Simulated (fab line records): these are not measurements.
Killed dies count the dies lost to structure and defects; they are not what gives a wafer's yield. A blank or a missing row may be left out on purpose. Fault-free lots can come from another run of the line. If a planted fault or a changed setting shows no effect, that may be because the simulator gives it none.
Struck lot and sound lot, side by side    flow n5_finfet    23 steps out of a route of 1938
Sound: these wafers, L516.1, L516.3, L516.4. Wafers L512.2, L512.4, L512.5 were the ones struck. The cause comes at the end.
For every step that has rows: the tool of each side, followed by ch and its chambers, followed by its first start. Under that, the readings that differ: sound wafers    struck wafers    difference of the means    sigmas: that difference in standard deviations of wafers without a fault.
alike: readings whose means differ by less than 2 such deviations, and words and numbers that are the same on both sides. not compared: withheld readings, readings that some wafer has no value for, bounds like >300 that may hide the same value, and numbers for which the record gives no deviation and whose values overlap.
The two part at a step that has a row with sigmas, a row that says differs or no value, or rows on one side only. Non-overlapping numbers with no deviation appear without sigmas and do not part them. A reading that every wafer of one side lacks parts them only if that side has two wafers or more.

first, 11 steps without rows for these wafers: N5_WELL_APT_DESCUM_30 (chemistry O2, time 7.9 s); N5_WELL_APT_IMPLANT_31; N5_WELL_APT_IMPLANT_32; N5_WELL_APT_STRIP_33 (strips in SPM, time 900 s); N5_WELL_APT_RTA_34 (time 10 s); N5_WELL_APT_OXIDE_STRIP_42 (strips SiO2 in dHF, time 45 s, target depth 12 nm); N5_WELL_APT_PRECLEAN_36 (cleans in O3/DIW, time 45 s); N5_WELL_APT_PRECLEAN_39 (cleans in dHF, time 60 s); N5_WELL_APT_SRD_37 (time 30 s); N5_WELL_APT_EPI_41 (deposits Si from SiH4/H2, target thk 50 nm, time 297.7 s); N5_PMOS_HMC_CHANNEL_EPI_HM_DEP_34 (deposits SiO2 from TEOS/O2, target thk 36 nm, time 6.9 s).
N5_PMOS_HMC_CHANNEL_EPI_COAT_31: time 60 s, resist thk 66 nm.
  sound on litho_track-04 ch 0, day 7 05:25; struck on litho_track-02 ch 0, day 6 05:37
reading                                                 sound                 struck                difference  sigmas
spin_speed_rpm (rpm)                                    1501.0 1501.3 1499.5  1534.3 1536.3 1536.8  +35.2       +35
model.BARC_of_PMOS_HMC_CHANNEL_EPI_COAT_31.thk_nm (nm)  65.97 66.33 66.18     65.47 65.47 65.73     -0.60       
then, 7 steps without rows for these wafers: N5_PMOS_HMC_CHANNEL_EPI_COAT_03 (resist thk 205 nm); N5_PMOS_HMC_CHANNEL_EPI_EBR_05; N5_PMOS_HMC_CHANNEL_EPI_SOFTBAKE_04 (time 60 s); N5_PMOS_HMC_CHANNEL_EPI_EXPOSE_06 (exposes mask PMOS HMC BLK, target cd 240 nm); N5_PMOS_HMC_CHANNEL_EPI_PEB_07 (peb time 60 s); N5_PMOS_HMC_CHANNEL_EPI_DEVELOP_08 (develop time 30 s); N5_PMOS_HMC_CHANNEL_EPI_DESCUM_14 (chemistry O2, time 7.9 s).
N5_PMOS_HMC_CHANNEL_EPI_ETCH_32: etches BARC in N2/H2, stops on SiO2, target depth 85.8 nm, time 50.3 s.
  sound on rie_diel-04 ch 0,1,2, day 7 06:11; struck on rie_diel-04 ch 0,2,3, day 6 05:58
reading                   sound              struck             difference  sigmas
model.etch.depth_nm (nm)  65.97 66.33 66.18  65.47 65.47 65.73  -0.60       
  alike: drypump_motor_current_A, h2_flow_sccm, n2_flow_sccm, oes_product_au, rf_vpp_V, showerhead_plenum_p_Torr, throttle_valve_pct
  not compared: rf_hours_counter_h
then, 1 step without rows for these wafers: N5_PMOS_HMC_CHANNEL_EPI_HM_OPEN_15 (chemistry CHF3/O2, target SiO2, target depth 40.6 nm, time 20.3 s).
-- record jumps: 8 days separate the struck wafers' starts on either side; left off in module PMOS_HMC_CHANNEL_EPI, taken up again in module BEOL_M4, whose first shown step is the route's number 1111 --
N5_BEOL_M4_RC_MEAS_101:
  sound on prober-01 ch 0, day 15 02:35; struck on prober-02 ch 0, day 13 20:47
  alike: DIBL_N, DIBL_P, IOFF_N, IOFF_P, ION_N, ION_P, SS_N, SS_P, VT_N, VT_P
-- the record jumps here: 5 days lie between the struck wafers' starts before and after (it left off in module BEOL_M4 and takes up again in module PASSIVATION, whose first step shown is number 1936 of the route) --
N5_PASSIVATION_PROBE_49:
  sound: prober-02 at day 19 20:05; struck: prober-02 at day 18 23:01
  alike: defect_limited_yield, killed_at_M0_to_M3, killed_at_M4_up, killed_at_contacts, killed_at_front_end, killed_at_other, killed_dies, killed_open, killed_short, sort_bin_5_function, sort_bin_6_memory, sort_n_pass, sort_yield_pct

== WHERE THEY PART ==
Only at N5_PMOS_HMC_CHANNEL_EPI_COAT_31, as far as this record shows. Later steps at which nothing parts them and some readings are alike: N5_PMOS_HMC_CHANNEL_EPI_ETCH_32, N5_BEOL_M4_RC_MEAS_101, N5_PASSIVATION_PROBE_49.

WHY: what had been put in by the simulator
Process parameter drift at N5_PMOS_HMC_CHANNEL_EPI_COAT_31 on litho_track-02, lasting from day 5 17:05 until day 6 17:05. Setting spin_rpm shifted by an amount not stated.
